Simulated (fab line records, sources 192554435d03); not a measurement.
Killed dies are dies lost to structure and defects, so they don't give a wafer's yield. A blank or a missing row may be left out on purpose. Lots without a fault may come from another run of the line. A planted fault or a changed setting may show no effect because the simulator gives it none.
Chamber matching | flow n5_finfet | N5_MOL_CONTACT_COAG_ALD_133 on ald_sin-03: 4 sister chambers
The step deposits SiO2, target thk 5 nm, pulse time 1 s, co reactant pulse time 1 s. 7 wafers are shown with their chamber, then 8 later ones without.

WAFERS WITH THEIR CHAMBER
wafer  | chamber | heater_power_w (W) | heater_power_outer_w (W)
L076.5 | 1       | 83                 | 42
L084.1 | 3       | 91                 | 47
L084.6 | 0       | 75                 | 41
L087.1 | 0       | 72                 | 40
L087.4 | 2       | 78                 | 39
L087.5 | 1       | 83                 | 42
L089.3 | 2       | 80                 | 40

WAFERS WITHOUT THEIR CHAMBER
wafer  | heater_power_w (W) | heater_power_outer_w (W)
L089.4 | 74                 | 40
L089.6 | 75                 | 40
L094.3 | 79                 | 40
L094.4 | 74                 | 40
L094.5 | 78                 | 40
L096.2 | 78                 | 40
L096.4 | 91                 | 49
L096.6 | 89                 | 48

WHICH CHAMBER EACH WENT THROUGH
wafer  | from the rows above     | in truth
L089.4 | 0                       | 0
L089.6 | can't be placed: 0 or 2 | 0
L094.3 | 2                       | 2
L094.4 | 0                       | 0
L094.5 | 2                       | 2
L096.2 | 2                       | 2
L096.4 | 3                       | 3
L096.6 | 3                       | 3
Placed correctly: 7 of 8. Can't be placed from these rows: 1 (the true chamber is among the candidates in 1). Placed wrongly: 0.
How it was worked out, from the rows above alone: a wafer's distance from a chamber is the root of the sum, over the readings, of the square of ((its reading less the chamber's mean) divided by the reading's scatter). The wafer belongs to the nearest chamber; if the next one is less than 2 further off, it can't be placed. A chamber's mean is the mean of its shown wafers. The scatter: the root of (the sum of the squares of (reading less its chamber's mean) over the shown wafers, divided by (wafers less chambers)).
